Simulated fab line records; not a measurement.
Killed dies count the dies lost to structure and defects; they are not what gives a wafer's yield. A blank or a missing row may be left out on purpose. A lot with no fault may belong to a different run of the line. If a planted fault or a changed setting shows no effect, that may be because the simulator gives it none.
A struck lot beside a sound one || flow n5_finfet || 37 out of 1938 route steps
Sound: wafers L748.1, L748.2, L748.5. Struck: wafers L745.1, L745.4, L745.6. The cause is named last.
Per side, at each step with rows, come the tool, then ch with its chambers, and then its first start. Under that, the readings that differ: sound wafers || struck wafers || difference of the means || sigmas: that difference in standard deviations of wafers without a fault.
alike: words and numbers the same on both sides, and readings whose means are apart by under 2 such deviations; not compared: readings that were withheld, readings missing a value for some wafer, numbers with overlapping values and no deviation given by the record, and bounds like >300 which may hide the same value.
Wherever a step has rows on one side only, a row that says differs or no value, or a row with sigmas, the two part there. Non-overlapping numbers with no deviation appear without sigmas and do not part them. A reading that every wafer of one side lacks parts them only if that side has two wafers or more.

first, 11 steps without rows for these wafers: N5_MOL_CONTACT_COAG_CONTACT_ETCH_14 (etches SiO2 in C4F6/O2, target depth 27.5 nm, overetch 8.5 nm, time 20 s); N5_MOL_CONTACT_COAG_STRIP_109 (strips in C4F6/O2); N5_MOL_CONTACT_COAG_ETCH_15 (etches SiNx in CH3F/O2, stops on Si:P, target depth 7 nm); N5_MOL_CONTACT_COAG_ETCH_110 (etches Si in CF4/O2, target depth 2.5 nm, time 8 s); N5_MOL_CONTACT_COAG_STRIP_98 (strips in N2/H2); N5_MOL_CONTACT_COAG_IMPLANT_129; N5_MOL_CONTACT_COAG_PRECLEAN_111 (cleans in NF3:NH3, afs cycles 1, time 20 s, sublimation time 60 s); N5_MOL_CONTACT_COAG_TI_SIL_19 (material Ti, target thk 4.2 nm, time 15 s); N5_MOL_CONTACT_COAG_ALD_20 (deposits TiN, target thk 1.5 nm, pulse time 1 s, purge time 3 s); N5_MOL_CONTACT_COAG_SIL_ANNEAL_21 (time 60 s); N5_MOL_CONTACT_COAG_PRE_CLEAN_141 (time 60 s).
N5_MOL_CONTACT_COAG_SPUTTER_143: material Co, target thk 2.5 nm.
  struck on pvd_sputter-02, day 9 02:44; sound on pvd_sputter-01, day 9 21:16
  no value came back on the struck wafers for chamber_pressure_pa (Pa), substrate_temp_c (C), throttle_valve_pct (%); on the sound wafers chamber_pressure_pa (Pa) reads 0.1999 0.1998 0.1998
then, 23 steps without rows for these wafers: N5_MOL_CONTACT_COAG_CO_FILL_22 (material Co, precursor CCTBA/H2, target thk 20 nm); N5_MOL_CONTACT_COAG_ANNEAL_113 (time 300 s); N5_MOL_CONTACT_COAG_PRE_CLEAN_142 (time 60 s); N5_MOL_CONTACT_COAG_SPUTTER_130 (material Co, target thk 47.5 nm); N5_MOL_CONTACT_COAG_PRECLEAN_125 (cleans in DIW, time 57.5 s); N5_MOL_CONTACT_COAG_SRD_126 (dry time 32 s); N5_MOL_CONTACT_COAG_CMP_23 (polishes, stops on SiO2, t overpolish 1.5 s, target thk 0 nm); N5_MOL_CONTACT_COAG_WET_ETCH_26 (target Co, target depth 13 nm); N5_MOL_CONTACT_COAG_WET_ETCH_116 (etches the open film in SC1-inhibited, target depth 4.6 nm, rinse time 30 s); N5_MOL_CONTACT_COAG_ALD_27 (deposits SiOC, target thk 17 nm, pulse time 1.5 s, time 2720 s); N5_MOL_CONTACT_COAG_CMP_28 (polishes, stops on SiNx, t overpolish 0.85 s, target thk 14.522 nm); N5_MOL_CONTACT_COAG_ALD_123 (deposits SiNx, target thk 5 nm, pulse time 1 s, purge time 2 s); N5_MOL_CONTACT_COAG_PECVD_31 (deposits SiO2 from TEOS/O2, target thk 46 nm, time 8.9 s); N5_MOL_CONTACT_COAG_COAT_75 (time 60 s, resist thk 60 nm); N5_MOL_CONTACT_COAG_COAT_76 (time 60 s, resist thk 10 nm); N5_MOL_CONTACT_COAG_COAT_77 (time 60 s, resist thk 10 nm); N5_MOL_CONTACT_COAG_COAT_78 (resist thk 40 nm); N5_MOL_CONTACT_COAG_EBR_80; N5_MOL_CONTACT_COAG_SOFTBAKE_79 (time 60 s); N5_MOL_CONTACT_COAG_EXPOSE_81 (exposes mask VG, defocus 0 nm); N5_MOL_CONTACT_COAG_PEB_82 (peb time 60 s); N5_MOL_CONTACT_COAG_DEVELOP_83 (develop time 30 s); N5_MOL_CONTACT_COAG_DESCUM_88 (chemistry O2, time 7 s).
N5_BEOL_M4_RC_MEAS_101:
  the record has rows for the sound wafers here (prober-01 ch 0, day 13 13:47) and none for the struck ones
-- a jump in the record: the struck wafers' starts before and after are 8 days apart (it breaks off in module BEOL_M4 and resumes in module PASSIVATION, where the first step shown is number 1936 of the route) --
N5_PASSIVATION_PROBE_49:
  struck on prober-02, day 17 13:59; sound on prober-02, day 17 20:22
{"reading": "defect_limited_yield (%)", "sound": "93.5 89.9 91.5", "struck": "40.4 41.4 41.4", "difference": -50.6, "sigmas": -39}
{"reading": "killed_at_contacts", "sound": "7 13 5", "struck": "614 605 610", "difference": "+601", "sigmas": "+90"}
{"reading": "killed_dies", "sound": "77 119 100", "struck": "703 691 691", "difference": "+596", "sigmas": "+40"}
{"reading": "killed_on_rim", "sound": "9 23 14", "struck": "103 144 90", "difference": "+97", "sigmas": "+23"}
{"reading": "sort_bin_5_function (%)", "sound": "3.8 5.8 5.3", "struck": "55.3 55.9 55.4", "difference": "+50.6", "sigmas": "+57"}
{"reading": "sort_n_pass", "sound": "1103 1061 1080", "struck": "477 489 489", "difference": -596, "sigmas": -37}
{"reading": "sort_yield_pct (%)", "sound": "93.5 89.9 91.5", "struck": "40.4 41.4 41.4", "difference": -50.6, "sigmas": -36}
  alike: killed_at_M0_to_M3, killed_at_M4_up, killed_at_front_end, killed_at_other, killed_open, killed_short, sort_bin_4_leakage, sort_bin_6_memory

== WHERE THEY PART ==
First at N5_MOL_CONTACT_COAG_SPUTTER_143; last, within this record, at N5_PASSIVATION_PROBE_49.

WHY: what the simulator had put in
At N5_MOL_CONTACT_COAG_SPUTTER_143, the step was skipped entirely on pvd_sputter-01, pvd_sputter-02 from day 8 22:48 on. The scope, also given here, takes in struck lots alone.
